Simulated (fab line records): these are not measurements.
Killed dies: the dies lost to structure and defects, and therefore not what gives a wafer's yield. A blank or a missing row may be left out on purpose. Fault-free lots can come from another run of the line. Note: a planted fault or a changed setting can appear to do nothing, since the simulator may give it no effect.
Matching of chambers | flow n5 finfet | N5_BEOL_M0_SAQP_DESCUM_19 on rie diel-03: 4 sister chambers
The step chemistry O2, time 7.9 s. 33 wafers are shown with their chamber, then 12 later ones without.

WAFERS PAIRED WITH THEIR CHAMBERS
wafer  | chamber | showerhead plenum p Torr (Torr) | drypump motor current A (A) | throttle valve pct (%)
L076.2 | 0       | 2.05                            | 6.7                         | 20.28
L076.4 | 3       | 2.06                            | 5.4                         | 20.73
L076.6 | 2       | 2.02                            | 5.3                         | 20.50
L077.2 | 0       | 2.05                            | 6.7                         | 20.28
L077.4 | 1       | 2.19                            | 5.9                         | 20.61
L077.5 | 2       | 2.02                            | 5.3                         | 20.49
L078.3 | 2       | 2.02                            | 5.3                         | 20.49
L078.4 | 3       | 2.06                            | 5.3                         | 20.73
L078.5 | 1       | 2.18                            | 5.9                         | 20.63
L080.1 | 0       | 2.05                            | 6.7                         | 20.30
L080.2 | 2       | 2.02                            | 5.3                         | 20.50
L080.5 | 2       | 2.02                            | 5.3                         | 20.50
L082.1 | 3       | 2.06                            | 5.4                         | 20.75
L082.3 | 1       | 2.18                            | 5.9                         | 20.63
L082.6 | 1       | 2.18                            | 5.9                         | 20.64
L083.2 | 2       | 2.01                            | 5.3                         | 20.52
L083.3 | 0       | 2.05                            | 6.7                         | 20.29
L083.6 | 3       | 2.06                            | 5.3                         | 20.76
L084.2 | 0       | 2.05                            | 6.6                         | 20.31
L084.3 | 1       | 2.18                            | 5.9                         | 20.65
L084.6 | 3       | 2.05                            | 5.4                         | 20.77
L085.1 | 3       | 2.05                            | 5.4                         | 20.77
L085.4 | 1       | 2.18                            | 6.0                         | 20.64
L085.5 | 0       | 2.05                            | 6.7                         | 20.31
L086.4 | 1       | 2.18                            | 6.0                         | 20.66
L086.5 | 2       | 2.01                            | 5.3                         | 20.50
L086.6 | 0       | 2.05                            | 6.6                         | 20.31
L087.3 | 1       | 2.18                            | 5.9                         | 20.66
L087.4 | 2       | 2.01                            | 5.3                         | 20.52
L087.6 | 1       | 2.18                            | 5.9                         | 20.66
L089.1 | 0       | 2.05                            | 6.6                         | 20.31
L089.2 | 1       | 2.18                            | 5.9                         | 20.67
L089.4 | 2       | 2.01                            | 5.3                         | 20.52

SIGNATURES (means of the wafers above)
reading                  | chamber 0 | chamber 1 | chamber 2 | chamber 3 | scatter within a chamber
showerhead plenum p Torr | 2.0500    | 2.1810    | 2.0156    | 2.0567    | 0.00392
drypump motor current A  | 6.662     | 5.920     | 5.300     | 5.367     | 0.0407
throttle valve pct       | 20.2987   | 20.6450   | 20.5044   | 20.7517   | 0.0158
Rule: a wafer's distance from a chamber is the root of the sum, over the readings, of the square of ((its reading less the chamber's mean) divided by the reading's scatter). The wafer belongs to the nearest chamber; if the next one is less than 2 further off, it can't be placed. The scatter is the square root of a quotient: the sum, over the shown wafers, of each reading's squared deviation from its chamber's mean, divided by wafers minus chambers.

WAFERS WITH NO CHAMBER GIVEN
wafer  | showerhead plenum p Torr (Torr) | drypump motor current A (A) | throttle valve pct (%)
L092.3 | 2.17                            | 5.9                         | 20.68
L092.5 | 2.04                            | 6.6                         | 20.33
L092.6 | 2.05                            | 5.3                         | 20.38
L093.2 | 2.05                            | 5.3                         | 20.38
L093.4 | 2.01                            | 5.3                         | 20.54
L093.6 | 2.04                            | 6.7                         | 20.32
L094.1 | 2.17                            | 5.9                         | 20.67
L094.5 | 2.17                            | 5.9                         | 20.68
L094.6 | 2.04                            | 6.6                         | 20.32
L096.1 | 2.17                            | 5.9                         | 20.67
L096.2 | 2.01                            | 5.3                         | 20.53
L096.6 | 2.17                            | 5.9                         | 20.67

WHICH CHAMBER EACH WENT THROUGH
wafer  | from the rows above | in truth
L092.3 | 1                   | 1
L092.5 | 0                   | 0
L092.6 | 2                   | 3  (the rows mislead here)
L093.2 | 2                   | 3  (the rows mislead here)
L093.4 | 2                   | 2
L093.6 | 0                   | 0
L094.1 | 1                   | 1
L094.5 | 1                   | 1
L094.6 | 0                   | 0
L096.1 | 1                   | 1
L096.2 | 2                   | 2
L096.6 | 1                   | 1
Correctly placed: 10 of 12. From these rows, 0 cannot be placed. Wrongly placed: 2.
